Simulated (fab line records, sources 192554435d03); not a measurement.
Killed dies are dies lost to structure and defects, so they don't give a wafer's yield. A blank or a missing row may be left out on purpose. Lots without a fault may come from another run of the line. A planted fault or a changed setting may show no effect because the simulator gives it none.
Chamber matching | flow n5_finfet | N5_FIN_SAQP_MANDREL_ETCH_22 on rie_si-02: 4 sister chambers
The step etches a-Si in HBr/Cl2, stops on SiNx, target depth 60 nm, bt time 10 s, time 30 s. 22 wafers are shown with their chamber, then 11 later ones without.

WAFERS WITH THEIR CHAMBER
wafer  | chamber | drypump_motor_current_A (A) | throttle_valve_pct (%) | oes_product_au (a.u.)
L076.4 | 1       | 5.5                         | 35.4                   | 0.771
L076.5 | 1       | 5.6                         | 35.4                   | 0.768
L076.6 | 2       | 5.9                         | 35.2                   | 0.791
L077.3 | 2       | 5.9                         | 35.2                   | 0.787
L077.5 | 0       | 6.2                         | 35.8                   | 0.772
L077.6 | 3       | 4.8                         | 34.8                   | 0.782
L078.1 | 2       | 5.9                         | 35.2                   | 0.800
L078.2 | 0       | 6.2                         | 35.8                   | 0.773
L078.3 | 3       | 4.8                         | 34.8                   | 0.775
L079.2 | 0       | 6.2                         | 35.8                   | 0.762
L079.4 | 2       | 5.9                         | 35.2                   | 0.794
L079.5 | 0       | 6.2                         | 35.8                   | 0.770
L081.1 | 0       | 6.2                         | 35.8                   | 0.774
L081.2 | 2       | 5.9                         | 35.2                   | 0.790
L081.6 | 3       | 4.8                         | 34.8                   | 0.773
L082.1 | 1       | 5.6                         | 35.3                   | 0.791
L082.3 | 2       | 5.9                         | 35.2                   | 0.792
L082.4 | 0       | 6.2                         | 35.8                   | 0.776
L089.1 | 1       | 5.5                         | 35.3                   | 0.783
L089.3 | 3       | 4.8                         | 34.8                   | 0.767
L089.6 | 3       | 4.8                         | 34.8                   | 0.773
L092.2 | 1       | 5.6                         | 35.3                   | 0.776

SIGNATURES (means of the wafers above)
reading                 | chamber 0 | chamber 1 | chamber 2 | chamber 3 | scatter within a chamber
drypump_motor_current_A | 6.200     | 5.560     | 5.900     | 4.800     | 0.0258
throttle_valve_pct      | 35.800    | 35.340    | 35.200    | 34.800    | 0.0258
oes_product_au          | 0.77117   | 0.77780   | 0.79233   | 0.77400   | 0.00615
Rule: a wafer's distance from a chamber is the root of the sum, over the readings, of the square of ((its reading less the chamber's mean) divided by the reading's scatter). The wafer belongs to the nearest chamber; if the next one is less than 2 further off, it can't be placed. The scatter: the root of (the sum of the squares of (reading less its chamber's mean) over the shown wafers, divided by (wafers less chambers)).

WAFERS WITHOUT THEIR CHAMBER
wafer  | drypump_motor_current_A (A) | throttle_valve_pct (%) | oes_product_au (a.u.)
L092.3 | 5.9                         | 35.2                   | 0.783
L092.5 | 6.2                         | 35.8                   | 0.778
L093.2 | 5.9                         | 35.1                   | 0.797
L093.5 | 5.6                         | 35.3                   | 0.780
L093.6 | 6.2                         | 35.8                   | 0.776
L094.2 | 6.2                         | 35.8                   | 0.760
L094.4 | 4.8                         | 34.8                   | 0.776
L094.5 | 5.9                         | 35.1                   | 0.805
L095.1 | 4.8                         | 34.8                   | 0.757
L095.2 | 5.9                         | 35.2                   | 0.790
L095.3 | 5.6                         | 35.3                   | 0.783

WHICH CHAMBER EACH WENT THROUGH
wafer  | from the rows above | in truth
L092.3 | 2                   | 2
L092.5 | 0                   | 0
L093.2 | 2                   | 2
L093.5 | 1                   | 1
L093.6 | 0                   | 0
L094.2 | 0                   | 0
L094.4 | 3                   | 3
L094.5 | 2                   | 2
L095.1 | 3                   | 3
L095.2 | 2                   | 2
L095.3 | 1                   | 1
Placed correctly: 11 of 11. Can't be placed from these rows: 0. Placed wrongly: 0.
